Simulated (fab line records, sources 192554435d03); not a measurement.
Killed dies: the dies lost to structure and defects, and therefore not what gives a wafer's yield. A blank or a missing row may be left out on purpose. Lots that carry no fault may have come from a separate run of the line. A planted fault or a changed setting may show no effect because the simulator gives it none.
Code-filled problem report in 8D (eight disciplines) form    flow n5-finfet    the parts of the form that need people (team, actions taken, sign-off) are left out

== 1. THE PROBLEM ==
trench-depth-nm at N5_BEOL_M4_OCD_MEAS_38 reads a mean of 83.2 nm on 3 wafers of 3 lots; wafers without a fault read 55.7 nm with a standard deviation of 1.1. That is +25 standard deviations from the usual mean.
The first sign was on wafer L119.6 at day 9 05:56, on ocd-02. Wafers with a number at this step in the record: 22, from 8 lots. Rule for "out", or "out of limits": more than 4 standard deviations from the usual mean. Any other wafer with a number is counted as sound.

== 2. WHAT IT IS AND WHAT IT IS NOT ==
question                     is                      is not
which readings at this step  trench-depth-nm         -
which lots                   L119, L120, L125        L113, L114, L130, L132, L135
which wafers of those lots   L119.6, L120.1, L125.1  L119.5, L120.2, L120.5, L125.5
read on which gauges         ocd-01, ocd-02          -
when                         from day 9 05:56        up to then (7 sound wafers); but 12 sound wafers of L120, L125, L130, L132, L135 came after

== 3. SUSPECTS, AND WHAT RULES EACH OUT ==
Counting: any tool at a process step up to the reading remains a suspect provided it ran every lot that is out. Sound lots after the first of them don't rule it out here, since some wafers of a struck lot are sound.
- ruled out: the gauge at N5_BEOL_M4_OCD_MEAS_38. Those wafers that are out were read across 2 gauges (ocd-01, ocd-02).
- rie-diel-03 at N5_BEOL_M4_TRENCH_ETCH_37 (etches SiOC in C4F6/O2, target depth 55.555 nm, time 29.2 s): kept. Ran every lot that is out, first one L119 (day 9 05:47); last sound lot up to then L113 (day 7 22:38).
After counting, what remains is rie-diel-03 at N5_BEOL_M4_TRENCH_ETCH_37.

== 4. THE CAUSE (what the simulator had put in) ==
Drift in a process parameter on rie-diel-03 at N5_BEOL_M4_TRENCH_ETCH_37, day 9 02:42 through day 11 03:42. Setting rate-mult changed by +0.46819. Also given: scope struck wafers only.
The count eliminated every tool but this one.

== 5. THE EFFECT CHAIN, in route order ==
One row per reading whose mean, taken over the struck wafers that have a number, lies over 3 standard deviations from the usual. Readings are gone through only where the record gives a usual standard deviation; hours: the median, over the lots, of the time from a lot's start at the first step in this table giving one to that lot's start at this step; sigmas: the change measured in usual standard deviations.
hours  step                       reading           usual        on struck wafers  change  sigmas
0      N5_BEOL_M4_TRENCH_ETCH_37  oes-product-au    0.80 a.u.    1.18              +0.38   +4.1
0      N5_BEOL_M4_OCD_MEAS_38     trench-depth-nm   55.7 nm      83.2              +27.5   +25
4      N5_BEOL_M4_THK_MEAS_53     M4_THK            40.1 nm      67.4              +27.3   +18
4      N5_BEOL_M4_RS_MEAS_58      M4_RS             0.66 ohm/sq  0.35              -0.31   -9.1
5      N5_BEOL_M4_RC_MEAS_101     SERP_M4           193 ohm/um   110               -83     -5.6
5      N5_BEOL_M4_RC_MEAS_101     SERP_M4_max_site  206 ohm/um   114               -92     -5.1
It contains these process steps:
- N5_BEOL_M4_TRENCH_ETCH_37: etches SiOC in C4F6/O2, target depth 55.555 nm, time 29.2 s.

== 6. HOW IT WOULD HAVE BEEN CAUGHT EARLIER ==
3 hours passed between the start of the fault at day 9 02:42 and the first reading out of limits at a measuring or inspecting step in this record, taken at day 9 05:56.
The tool's own readings at N5_BEOL_M4_TRENCH_ETCH_37 were out on some of the struck wafers (oes-product-au): an alarm limit on them would have fired on those.
Among the 3 lots that are out, L120, L125 began N5_BEOL_M4_TRENCH_ETCH_37 on rie-diel-03 after day 9 05:56. A hold on the tool at that time would have spared those 2.
